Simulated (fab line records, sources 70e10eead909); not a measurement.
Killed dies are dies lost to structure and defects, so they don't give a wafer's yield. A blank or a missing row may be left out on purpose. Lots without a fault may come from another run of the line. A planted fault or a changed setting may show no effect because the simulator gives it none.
A struck lot beside a sound one | flow nand_harc | 10 steps out of a route of 1302
Sound: wafers L570.2, L570.4, L570.5. Struck: wafers L577.1, L577.4. The cause comes at the end.
At each step with rows: each side's tool, then ch and its chambers, then its first start. Under that, the readings that differ: sound wafers | struck wafers | difference of the means | sigmas: that difference in standard deviations of wafers without a fault.
alike: readings whose means differ by less than 2 such deviations, and words and numbers that are the same on both sides. not compared: withheld readings, readings that some wafer has no value for, bounds like >300 that may hide the same value, and numbers for which the record gives no deviation and whose values overlap.
The two part at a step that has a row with sigmas, a row that says differs or no value, or rows on one side only. Numbers that don't overlap but have no deviation are shown without sigmas and don't part them. A reading that every wafer of one side lacks parts them only if that side has two wafers or more.

NHARC_P_START_INSPECT_01:
  sound on defect_inspect-01, day 5 14:02; struck on defect_inspect-02, day 8 12:02
  alike: raw_defect_count
then, 7 steps without rows for these wafers: NHARC_P_ZERO_WELL_PRECLEAN_00 (cleans in SPM, time 600 s); NHARC_P_ZERO_WELL_SRD_01; NHARC_P_ZERO_WELL_PECVD_02 (deposits SiO2, target thk 10 nm); NHARC_P_ZERO_WELL_DEHYDRATE_03 (time 120 s); NHARC_P_ZERO_WELL_HMDS_04 (time 30 s); NHARC_P_ZERO_WELL_COAT_64 (time 65 s); NHARC_P_ZERO_WELL_COAT_05 (resist thk 600 nm).
NHARC_P_ZERO_WELL_SOFTBAKE_06: time 70 s.
  sound on litho_track-03 ch 0, day 5 14:00; struck on litho_track-03 ch 0, day 8 12:00
  reading                  | sound             | struck      | difference | sigmas
  heater_power_total_W (W) | 201.4 199.1 198.9 | 223.0 222.8 | +23.1      | +16
then, 1 step without rows for these wafers: NHARC_P_ZERO_WELL_EBR_07.

WHERE THEY PART
Only at NHARC_P_ZERO_WELL_SOFTBAKE_06, within this record.

WHY: what the simulator had put in
Process parameter drift: litho_track-03, from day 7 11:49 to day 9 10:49, at NHARC_P_ZERO_WELL_SOFTBAKE_06. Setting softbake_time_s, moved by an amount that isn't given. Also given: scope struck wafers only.
